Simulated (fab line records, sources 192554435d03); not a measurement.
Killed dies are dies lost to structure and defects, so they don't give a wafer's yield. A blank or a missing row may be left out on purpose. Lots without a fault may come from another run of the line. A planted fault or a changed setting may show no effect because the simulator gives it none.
Which tool did it? | flow n5_finfet | 14 lots, 42 wafers sampled, at 4 steps of a route of 1938

WHAT THE GAUGES READ, wafer by wafer
The record holds no reading of a measuring or inspecting step that can be judged against a usual standard deviation.

WHICH TOOL RAN EACH LOT (tool, then ch and the chambers of the sampled wafers, then the start)
lot  | N5_BEOL_M0_SAQP_ALD_48            | N5_BEOL_M0_SAQP_STRIP_75           | N5_BEOL_M0_CUTY_DEVELOP_56        | N5_BEOL_M0_ETCH_138
L130 | ald_sin-03 ch 0,1, day 5 18:43    | rie_diel-03 ch 1,2, day 5 19:20    | litho_track-02 ch 0, day 5 19:32  | rie_diel-04 ch 1,2,3, day 5 20:08
L132 | ald_sin-03 ch 1,3, day 6 04:50    | rie_diel-03 ch 1,2, day 6 05:28    | litho_track-02 ch 0, day 6 05:48  | rie_diel-05 ch 0,3, day 6 06:23
L134 | ald_sin-01 ch 0,2,3, day 6 16:34  | rie_diel-03 ch 0,3, day 6 17:12    | litho_track-01 ch 0, day 6 17:32  | rie_diel-02 ch 1,2,3, day 6 18:00
L135 | ald_sin-04 ch 2,3, day 6 20:03    | rie_diel-03 ch 1,2,3, day 6 21:02  | litho_track-03, day 6 21:15       | -
L136 | ald_sin-01 ch 1,3, day 7 00:29    | rie_diel-06 ch 0,1,3, day 7 01:07  | litho_track-01, day 7 01:27       | -
L137 | ald_sin-01 ch 2,3, day 7 05:54    | rie_diel-01 ch 0,1,3, day 7 06:31  | litho_track-01 ch 0, day 7 06:44  | rie_diel-02 ch 1,3, day 7 07:09
L143 | ald_sin-04 ch 1,2,3, day 9 04:36  | rie_diel-03 ch 0,2, day 9 05:28    | litho_track-03 ch 0, day 9 05:40  | rie_diel-04 ch 0,2, day 9 06:35
L144 | ald_sin-03 ch 0,2,3, day 9 08:10  | rie_diel-01 ch 0,2,3, day 9 08:47  | litho_track-03 ch 0, day 9 09:07  | rie_diel-04 ch 0,1, day 9 09:29
L147 | ald_sin-04 ch 1,2,3, day 9 22:47  | rie_diel-01 ch 0,1,3, day 9 23:25  | litho_track-03 ch 0, day 9 23:44  | rie_diel-02 ch 1,3, day 10 00:09
L148 | ald_sin-03 ch 1,2,3, day 10 07:29 | rie_diel-01 ch 1,2, day 10 08:07   | litho_track-01 ch 0, day 10 08:26 | rie_diel-05 ch 1,2,3, day 10 09:08
L149 | ald_sin-01 ch 1,2, day 10 09:41   | rie_diel-01 ch 0,3, day 10 10:19   | litho_track-03 ch 0, day 10 10:31 | rie_diel-04 ch 2,3, day 10 10:53
L150 | ald_sin-03 ch 1,2,3, day 10 15:04 | rie_diel-01 ch 0,2,3, day 10 15:42 | litho_track-01 ch 0, day 10 16:02 | rie_diel-02 ch 1,2,3, day 10 16:27
L152 | ald_sin-01 ch 1,2, day 11 01:00   | rie_diel-01 ch 0,1,3, day 11 01:37 | litho_track-01 ch 0, day 11 01:58 | rie_diel-02 ch 2,3, day 11 02:40
L153 | ald_sin-04 ch 0,3, day 11 15:25   | rie_diel-06 ch 0,3, day 11 16:03   | litho_track-02 ch 0, day 11 16:23 | rie_diel-05 ch 1,2,3, day 11 16:44
- N5_BEOL_M0_SAQP_ALD_48: deposits SiO2, target thk 20 nm, pulse time 1 s, co reactant pulse time 1 s.
- N5_BEOL_M0_SAQP_STRIP_75: strips in CF4.
- N5_BEOL_M0_CUTY_DEVELOP_56: develop time 30 s.
- N5_BEOL_M0_ETCH_138: etches SiCN in CH3F/O2, target depth 12 nm, time 31.6 s.

WHAT THE TOOLS THEMSELVES READ (means of the sampled wafers that have a number; where no wafer has one, the mark that the record gives instead)
N5_BEOL_M0_SAQP_ALD_48. Usual: heater_power_w 78 W, standard deviation 10; precursor_pulse_height_rel 1.001, standard deviation 0.019.
lot  | tool       | heater_power_w (W) | precursor_pulse_height_rel | flag
L130 | ald_sin-03 | 84                 | 1.005                      |
L132 | ald_sin-03 | 85                 | 1.013                      |
L134 | ald_sin-01 | 80                 | 1.009                      |
L135 | ald_sin-04 | 79                 | 0.994                      |
L136 | ald_sin-01 | 73                 | 1.009                      |
L137 | ald_sin-01 | 75                 | 1.008                      |
L143 | ald_sin-04 | 76                 | 0.987                      |
L144 | ald_sin-03 | 80                 | 1.001                      |
L147 | ald_sin-04 | 75                 | 0.998                      |
L148 | ald_sin-03 | 78                 | 0.999                      |
L149 | ald_sin-01 | 81                 | 0.992                      |
L150 | ald_sin-03 | 78                 | 0.990                      |
L152 | ald_sin-01 | 80                 | 1.008                      |
L153 | ald_sin-04 | 77                 | 0.981                      |

N5_BEOL_M0_SAQP_STRIP_75. Usual: drypump_motor_current_A 5.7 A, standard deviation 0.52; oes_product_au 0.184 a.u., standard deviation 0.019; rf_vpp_V 272.1 V, standard deviation 1.5; showerhead_plenum_p_Torr 1.84 Torr, standard deviation 0.051; throttle_valve_pct 13.50 %, standard deviation 0.24.
lot  | tool        | drypump_motor_current_A (A) | oes_product_au (a.u.) | rf_vpp_V (V) | showerhead_plenum_p_Torr (Torr) | throttle_valve_pct (%) | flag
L130 | rie_diel-03 | 5.9                         | 0.172                 | 272.6        | 1.86                            | 13.65                  |
L132 | rie_diel-03 | 6.0                         | 0.170                 | 272.8        | 1.86                            | 13.67                  |
L134 | rie_diel-03 | 5.6                         | 0.200                 | 272.7        | 1.85                            | 13.34                  |
L135 | rie_diel-03 | 5.9                         | 0.185                 | 273.7        | 1.85                            | 13.58                  |
L136 | rie_diel-06 | 5.7                         | 0.215                 | 272.1        | 1.85                            | 13.16                  |
L137 | rie_diel-01 | 5.8                         | 0.193                 | 271.7        | 1.84                            | 13.42                  |
L143 | rie_diel-03 | 5.8                         | 0.167                 | 273.0        | 1.86                            | 13.58                  |
L144 | rie_diel-01 | 5.9                         | 0.173                 | 272.8        | 1.82                            | 13.60                  |
L147 | rie_diel-01 | 5.8                         | 0.190                 | 272.2        | 1.84                            | 13.47                  |
L148 | rie_diel-01 | 5.3                         | 0.172                 | 272.0        | 1.86                            | 13.71                  |
L149 | rie_diel-01 | 6.3                         | 0.178                 | 272.0        | 1.82                            | 13.52                  |
L150 | rie_diel-01 | 5.9                         | 0.173                 | 271.0        | 1.82                            | 13.62                  |
L152 | rie_diel-01 | 5.8                         | 0.187                 | 271.7        | 1.83                            | 13.48                  |
L153 | rie_diel-06 | 5.4                         | 0.194                 | 271.9        | 1.86                            | 13.28                  |

N5_BEOL_M0_CUTY_DEVELOP_56. Usual: chill_plate_temp_C 23.00 C, standard deviation 0.098.
lot  | tool           | chill_plate_temp_C (C) | flag
L130 | litho_track-02 | 23.06                  |
L132 | litho_track-02 | 22.89                  |
L134 | litho_track-01 | 23.02                  |
L135 | litho_track-03 | -                      | OFF
L136 | litho_track-01 | -                      | OFF
L137 | litho_track-01 | 23.02                  |
L143 | litho_track-03 | 22.97                  |
L144 | litho_track-03 | 23.01                  |
L147 | litho_track-03 | 23.04                  |
L148 | litho_track-01 | 22.90                  |
L149 | litho_track-03 | 22.88                  |
L150 | litho_track-01 | 23.05                  |
L152 | litho_track-01 | 23.03                  |
L153 | litho_track-02 | 23.08                  |

N5_BEOL_M0_ETCH_138. Usual: drypump_motor_current_A 5.7 A, standard deviation 0.48; etch_rf_on_time_s 29.0 s, standard deviation 0.83; oes_product_au 0.70 a.u., standard deviation 0.068; rf_vpp_V 297.1 V, standard deviation 1.7; showerhead_plenum_p_Torr 1.99 Torr, standard deviation 0.077; throttle_valve_pct 16.25 %, standard deviation 0.2.
lot  | tool        | drypump_motor_current_A (A) | etch_rf_on_time_s (s) | oes_product_au (a.u.) | rf_vpp_V (V) | showerhead_plenum_p_Torr (Torr) | throttle_valve_pct (%) | flag
L130 | rie_diel-04 | 5.6                         | 28.4                  | 0.76                  | 297.6        | 2.00                            | 16.13                  |
L132 | rie_diel-05 | 5.6                         | 29.2                  | 0.76                  | 296.9        | 2.01                            | 16.37                  |
L134 | rie_diel-02 | 5.6                         | 28.3                  | 0.72                  | 297.1        | 2.03                            | 16.31                  |
L137 | rie_diel-02 | 5.7                         | 29.3                  | 0.65                  | 296.5        | 1.95                            | 16.34                  |
L143 | rie_diel-04 | 5.7                         | 29.2                  | 0.71                  | 296.9        | 1.98                            | 16.09                  |
L144 | rie_diel-04 | 5.6                         | 29.0                  | 0.67                  | 295.6        | 1.92                            | 16.39                  |
L147 | rie_diel-02 | 5.7                         | 28.4                  | 0.63                  | 295.7        | 1.95                            | 16.38                  |
L148 | rie_diel-05 | 5.8                         | 29.8                  | 0.73                  | 297.2        | 1.98                            | 16.11                  |
L149 | rie_diel-04 | 5.7                         | 28.8                  | 0.72                  | 297.7        | 2.02                            | 16.05                  |
L150 | rie_diel-02 | 5.6                         | 27.2                  | 0.68                  | 297.3        | 2.01                            | 16.37                  |
L152 | rie_diel-02 | 5.4                         | 29.2                  | 0.71                  | 298.8        | 2.05                            | 16.30                  |
L153 | rie_diel-05 | 5.8                         | 29.8                  | 0.72                  | 296.7        | 1.97                            | 16.14                  |

THE ANSWER, worked out from the rows above alone
Rule: a lot is off if the mean of its wafers that have a number lies more than 3 standard deviations from the usual mean. A lot without any number at a reading at which 4 lots or more have one is off too. The other lots that the step has rows for count as sound. The gauges are gone through in route order, then the tools' own readings, and for those a lot's mean is taken as printed above. The first step at which some lot is off is used, and at that step the reading that is off furthest; a lot without a number counts as furthest.
Off: L135, L136, at N5_BEOL_M0_CUTY_DEVELOP_56 (chill_plate_temp_C). Without a number there: L135, L136.
A tool fits if, at that step or a process step before it, it ran every lot that is off, and no sound lot after the first of them. None of those tried fits.

WHAT THE SIMULATOR HAD PUT IN
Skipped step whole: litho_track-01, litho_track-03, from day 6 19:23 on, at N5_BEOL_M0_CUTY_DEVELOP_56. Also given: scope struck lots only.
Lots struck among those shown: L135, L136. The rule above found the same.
